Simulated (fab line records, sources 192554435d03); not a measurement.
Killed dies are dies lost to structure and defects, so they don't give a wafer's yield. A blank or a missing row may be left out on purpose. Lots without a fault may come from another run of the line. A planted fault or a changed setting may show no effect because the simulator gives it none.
Which tool did it? | flow n5_finfet | 7 lots, 21 wafers sampled, at 4 steps of a route of 1938

WHAT THE GAUGES READ, wafer by wafer
N5_BEOL_M4_OCD_MEAS_38.
lot  | measured     | on     | trench_depth_nm (nm)
L497 | day 8 03:20  | ocd-01 | 55.3 57.7 55.6
L499 | day 8 05:32  | ocd-02 | 54.7 56.7 54.8
L503 | day 9 12:45  | ocd-02 | 55.8 55.1 57.5
L507 | day 10 23:26 | ocd-01 | 62.7 56.9 55.7
L509 | day 11 10:49 | ocd-01 | 55.0 56.6 55.2
L512 | day 11 21:01 | ocd-02 | 56.3 56.0 56.3
L519 | day 13 23:01 | ocd-01 | 57.4 55.9 55.5

WHICH TOOL RAN EACH LOT (tool, then ch and the chambers of the sampled wafers, then the start)
lot  | N5_BEOL_M4_ETCH_77               | N5_BEOL_M4_TRENCH_ETCH_37          | N5_BEOL_M4_STRIP_97
L497 | rie_diel-04 ch 2,3, day 8 02:19  | rie_diel-02 ch 0,1,2, day 8 03:11  | rie_diel-02 ch 0,1,2, day 8 03:20 or earlier
L499 | rie_diel-03 ch 0,3, day 8 04:07  | rie_diel-03 ch 0,1, day 8 05:23    | rie_diel-03 ch 0,1, day 8 05:32 or earlier
L503 | rie_diel-03 ch 0,1, day 9 10:13  | rie_diel-02 ch 0,2,3, day 9 12:35  | rie_diel-02 ch 0,2,3, day 9 12:45 or earlier
L507 | rie_diel-04 ch 0,3, day 10 17:43 | rie_diel-02 ch 0,2,3, day 10 23:16 | rie_diel-02 ch 0,2,3, day 10 23:26 or earlier
L509 | rie_diel-02 ch 0,3, day 11 04:58 | rie_diel-03 ch 0,3, day 11 10:40   | rie_diel-03 ch 0,3, day 11 10:49 or earlier
L512 | rie_diel-02 ch 0,1, day 11 17:31 | rie_diel-03 ch 0,2, day 11 20:52   | rie_diel-03 ch 0,2, day 11 21:01 or earlier
L519 | rie_diel-02 ch 2,3, day 13 14:51 | rie_diel-03 ch 2,3, day 13 22:52   | rie_diel-03 ch 2,3, day 13 23:01 or earlier
- N5_BEOL_M4_ETCH_77: etches underlayer in N2/H2, target depth 6.5 nm, time 5.2 s.
- N5_BEOL_M4_TRENCH_ETCH_37: etches SiOC in C4F6/O2, target depth 55.555 nm, time 29.2 s.
- N5_BEOL_M4_STRIP_97: strips in N2/H2, time 10 s.

THE ANSWER, worked out from the rows above alone
Rule: what is usual is taken from the lots themselves. Put in order of their means at a reading, lots are off if they are a third of the lots or fewer, leave a main group of 4 or more, and stand apart from it by a gap of 3 or more times the standard deviation of the main group's means; of several such gaps the widest counts. A main group whose means are all the same, to the digits that the tables above print for the reading, isn't used. A lot without any number at a reading at which 4 lots or more have one is off too. The other lots that the step has rows for count as sound.
Off: L507, at N5_BEOL_M4_OCD_MEAS_38 (trench_depth_nm). The main group: mean 56.0 nm, standard deviation 0.34.
A tool fits if, at a process step before that reading, it ran every lot that is off, and no sound lot after the first of them. The gauges at N5_BEOL_M4_OCD_MEAS_38 are tried like those tools. N5_BEOL_M4_STRIP_97 gives no start for some lots, so the hours and the order of its lots are those of N5_BEOL_M4_OCD_MEAS_38. Can't be told from this: 2 tools fit, rie_diel-04 at N5_BEOL_M4_ETCH_77, rie_diel-02 at N5_BEOL_M4_TRENCH_ETCH_37 and N5_BEOL_M4_STRIP_97.

WHAT THE SIMULATOR HAD PUT IN
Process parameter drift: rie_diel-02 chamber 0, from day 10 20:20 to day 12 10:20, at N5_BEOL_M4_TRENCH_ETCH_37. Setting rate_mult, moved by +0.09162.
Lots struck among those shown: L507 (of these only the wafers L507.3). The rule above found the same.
